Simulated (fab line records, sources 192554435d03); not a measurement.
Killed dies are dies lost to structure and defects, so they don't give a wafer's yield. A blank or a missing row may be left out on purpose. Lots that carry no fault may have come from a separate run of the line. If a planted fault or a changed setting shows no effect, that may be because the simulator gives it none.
Struck lot and sound lot, side by side :: flow n5-finfet :: 14 steps out of a route of 1938
Sound: wafers L675.3, L675.4, L675.6. Struck: wafer L681.1 (L681.3, L681.6, from the same lot, were not struck and are left out); the cause is given at the end.
Each step with rows lists, per side, the tool, then ch with its chambers, then its first start. Under that, the readings that differ: sound wafers :: struck wafers :: difference of the means :: sigmas: that difference in standard deviations of wafers without a fault.
alike: words and numbers the same on both sides, and readings whose means are apart by under 2 such deviations; not compared: readings that were withheld, readings missing a value for some wafer, numbers with overlapping values and no deviation given by the record, and bounds like >300 which may hide the same value.
Wherever a step has rows on one side only, a row that says differs or no value, or a row with sigmas, the two part there. Numbers that don't overlap but have no deviation are shown without sigmas and don't part them. A reading missing from all wafers of one side parts the sides only when that side holds two or more wafers.

first, 3 steps without rows for these wafers: N5_BEOL_M6_EXPOSE_08 (exposes mask M6); N5_BEOL_M6_PEB_09 (peb time 60 s); N5_BEOL_M6_DEVELOP_10 (develop time 30 s).
N5_BEOL_M6_CD_MEAS_11 targets a cd of 38.5 nm.
  sound on cd-sem-03 ch 0, day 8 23:13; struck on cd-sem-01 ch 0, day 10 12:38
reading: cd-nm (nm)
sound: 38.0 38.5 38.0
struck: 39.3
difference: +1.1
sigmas: +3
N5_BEOL_M6_OVL_MEAS_12:
  sound on overlay-02 ch 0, day 8 23:15; struck on overlay-02 ch 0, day 10 12:40
  alike: M6_OVL
N5_BEOL_M6_INSPECT_13: inspects for defects (brightfield).
  sound on defect-inspect-01 at day 8 23:17; struck on defect-inspect-02 at day 10 12:42
  alike: raw-defect-count
N5_BEOL_M6_DESCUM_16: chemistry O2, time 7.9 s.
  sound on rie-diel-04 ch 0,3, day 8 23:26; struck on rie-diel-06 ch 2, day 10 13:16
reading: showerhead-plenum-p-Torr (Torr)
sound: 2.13 2.13 2.22
struck: 2.01
difference: -0.15
sigmas: -2
  alike: drypump-motor-current-A, oes-product-au, rf-vpp-V, throttle-valve-pct
  not compared: rf-hours-counter-h
N5_BEOL_M6_ETCH_61: etches SiARC in CF4, target depth 45.5 nm, time 75.8 s.
  sound on rie-diel-04 ch 0,3, day 8 23:28; struck on rie-diel-06 ch 2, day 10 13:18
reading: etch-rf-on-time-s (s)
sound: 73.4 74.2 74.9
struck: 76.6
difference: +2.4
sigmas: +2
  alike: drypump-motor-current-A, oes-product-au, rf-vpp-V, showerhead-plenum-p-Torr, throttle-valve-pct
  not compared: rf-hours-counter-h
N5_BEOL_M6_ETCH_62: etches SOC in N2/H2, target depth 110 nm, overetch 22 nm, time 165 s.
  sound on rie-diel-04 ch 0,3, day 8 23:32; struck on rie-diel-06 ch 2, day 10 13:22
reading: n2-flow-sccm (sccm)
sound: 201.2 200.9 199.8
struck: 199.4
difference: -1.2
sigmas: -2

reading: rf-vpp-V (V)
sound: 526.1 525.2 528.3
struck: 520.8
difference: -5.7
sigmas: -2

reading: showerhead-plenum-p-Torr (Torr)
sound: 2.59 2.59 2.70
struck: 2.46
difference: -0.17
sigmas: -2
  alike: drypump-motor-current-A, oes-product-au, throttle-valve-pct
  not compared: rf-hours-counter-h
then, 1 step without rows for these wafers: N5_BEOL_M6_STRIP_68 (strips in N2/H2).
N5_BEOL_M6_STRIP_67: strips in CF4.
  sound on rie-diel-04 ch 0,3, day 8 23:40; struck on rie-diel-06 ch 2, day 10 13:31
reading: showerhead-plenum-p-Torr (Torr)
sound: 1.83 1.83 1.88
struck: 1.74
difference: -0.11
sigmas: -2
  alike: drypump-motor-current-A, oes-product-au, power-w, rf-vpp-V, throttle-valve-pct
  not compared: rf-hours-counter-h
N5_BEOL_M6_HM_OPEN_17: chemistry Cl2/BCl3, target TiN, target depth 20 nm, overetch 6 nm.
  sound on rie-metal-01 ch 0,1, day 8 23:44; struck on rie-metal-01 ch 0, day 10 13:37
reading: rf-hours-counter-h (h)
sound: - - -
struck: 103
difference: no value on the sound wafers
sigmas: 
  alike: drypump-motor-current-A, oes-product-au, throttle-valve-pct
N5_BEOL_M6_STRIP_19: strips in O2.
  sound on rie-diel-04 ch 2,3, day 8 23:49; struck on rie-diel-06 ch 1, day 10 13:44
reading: temp-c (C)
sound: 39.87 40.05 39.82
struck: 39.43
difference: -0.48
sigmas: -4

reading: throttle-valve-pct (%)
sound: 16.13 16.17 16.14
struck: 17.00
difference: +0.85
sigmas: +3
  alike: drypump-motor-current-A, oes-product-au, rf-vpp-V, showerhead-plenum-p-Torr
  not compared: rf-hours-counter-h
N5_BEOL_M6_CD_MEAS_18: pitch 80 nm, target cd 40 nm.
  sound on cd-sem-03 at day 8 23:54; struck on cd-sem-03 at day 10 13:48
reading: cd-nm (nm)
sound: 40.1 40.2 39.8
struck: 41.0
difference: +1.0
sigmas: +2

## WHERE THEY PART
At N5_BEOL_M6_CD_MEAS_11 first; at N5_BEOL_M6_CD_MEAS_18 last (within this record only).

WHY: what had been put in by the simulator
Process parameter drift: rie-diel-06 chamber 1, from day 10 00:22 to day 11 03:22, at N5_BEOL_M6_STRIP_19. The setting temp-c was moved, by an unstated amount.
